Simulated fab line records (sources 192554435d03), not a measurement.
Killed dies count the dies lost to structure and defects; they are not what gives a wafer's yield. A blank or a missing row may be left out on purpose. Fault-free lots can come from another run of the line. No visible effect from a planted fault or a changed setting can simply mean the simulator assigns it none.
Chamber matching / flow n5_finfet / pecvd-02 running N5_BEOL_M14_DEP_53: 3 sister chambers
The step deposits SiCN from 3MS/NH3, target thk 50 nm, time 17.8 s. 14 wafers are shown with their chamber, then 7 later ones without.

## WAFERS PAIRED WITH THEIR CHAMBERS
wafer=L079.1; chamber=0; showerhead_plenum_p_Torr (Torr)=4.168; throttle_valve_pct (%)=17.8
wafer=L079.3; chamber=2; showerhead_plenum_p_Torr (Torr)=4.176; throttle_valve_pct (%)=17.9
wafer=L079.5; chamber=2; showerhead_plenum_p_Torr (Torr)=4.184; throttle_valve_pct (%)=17.7
wafer=L080.1; chamber=0; showerhead_plenum_p_Torr (Torr)=4.171; throttle_valve_pct (%)=17.9
wafer=L080.4; chamber=1; showerhead_plenum_p_Torr (Torr)=4.142; throttle_valve_pct (%)=18.4
wafer=L080.5; chamber=0; showerhead_plenum_p_Torr (Torr)=4.164; throttle_valve_pct (%)=18.0
wafer=L078.1; chamber=2; showerhead_plenum_p_Torr (Torr)=4.174; throttle_valve_pct (%)=17.9
wafer=L078.4; chamber=1; showerhead_plenum_p_Torr (Torr)=4.151; throttle_valve_pct (%)=18.6
wafer=L078.5; chamber=2; showerhead_plenum_p_Torr (Torr)=4.184; throttle_valve_pct (%)=17.7
wafer=L083.3; chamber=1; showerhead_plenum_p_Torr (Torr)=4.149; throttle_valve_pct (%)=18.5
wafer=L083.5; chamber=2; showerhead_plenum_p_Torr (Torr)=4.176; throttle_valve_pct (%)=17.6
wafer=L083.6; chamber=0; showerhead_plenum_p_Torr (Torr)=4.169; throttle_valve_pct (%)=17.9
wafer=L085.2; chamber=0; showerhead_plenum_p_Torr (Torr)=4.174; throttle_valve_pct (%)=18.0
wafer=L085.3; chamber=1; showerhead_plenum_p_Torr (Torr)=4.151; throttle_valve_pct (%)=18.4

SIGNATURES (means of the wafers above)
reading=showerhead_plenum_p_Torr; chamber 0=4.16920; chamber 1=4.14825; chamber 2=4.17880; scatter within a chamber=0.00429
reading=throttle_valve_pct; chamber 0=17.920; chamber 1=18.475; chamber 2=17.760; scatter within a chamber=0.108
Rule: distance of a wafer from a chamber = root of the sum over the readings of ((wafer's reading minus chamber's mean) / reading's scatter) squared. If the next closest chamber is less than 2 further off than the closest, the wafer can't be placed; otherwise it belongs to the closest. How the scatter is found: for the shown wafers, subtract from each reading the mean of its chamber, square and add these, divide the total by (wafers less chambers), then take the root.

## WAFERS MISSING THEIR CHAMBER
wafer=L085.5; showerhead_plenum_p_Torr (Torr)=4.186; throttle_valve_pct (%)=17.6
wafer=L092.2; showerhead_plenum_p_Torr (Torr)=4.180; throttle_valve_pct (%)=18.0
wafer=L092.4; showerhead_plenum_p_Torr (Torr)=4.178; throttle_valve_pct (%)=17.9
wafer=L092.6; showerhead_plenum_p_Torr (Torr)=4.140; throttle_valve_pct (%)=18.6
wafer=L095.4; showerhead_plenum_p_Torr (Torr)=4.153; throttle_valve_pct (%)=18.3
wafer=L095.5; showerhead_plenum_p_Torr (Torr)=4.176; throttle_valve_pct (%)=18.0
wafer=L095.6; showerhead_plenum_p_Torr (Torr)=4.184; throttle_valve_pct (%)=18.1

## WHICH CHAMBER EACH ONE RAN IN
wafer=L085.5; from the rows above=2; in truth=2
wafer=L092.2; from the rows above=can't be placed: 2 or 0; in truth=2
wafer=L092.4; from the rows above=can't be placed: 2 or 0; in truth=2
wafer=L092.6; from the rows above=1; in truth=1
wafer=L095.4; from the rows above=1; in truth=1
wafer=L095.5; from the rows above=can't be placed: 0 or 2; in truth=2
wafer=L095.6; from the rows above=can't be placed: 2 or 0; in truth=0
Correct placement for 3 of the 7. These rows do not allow placing 4 (true chamber among the candidates in 4). Wrongly placed: 0.
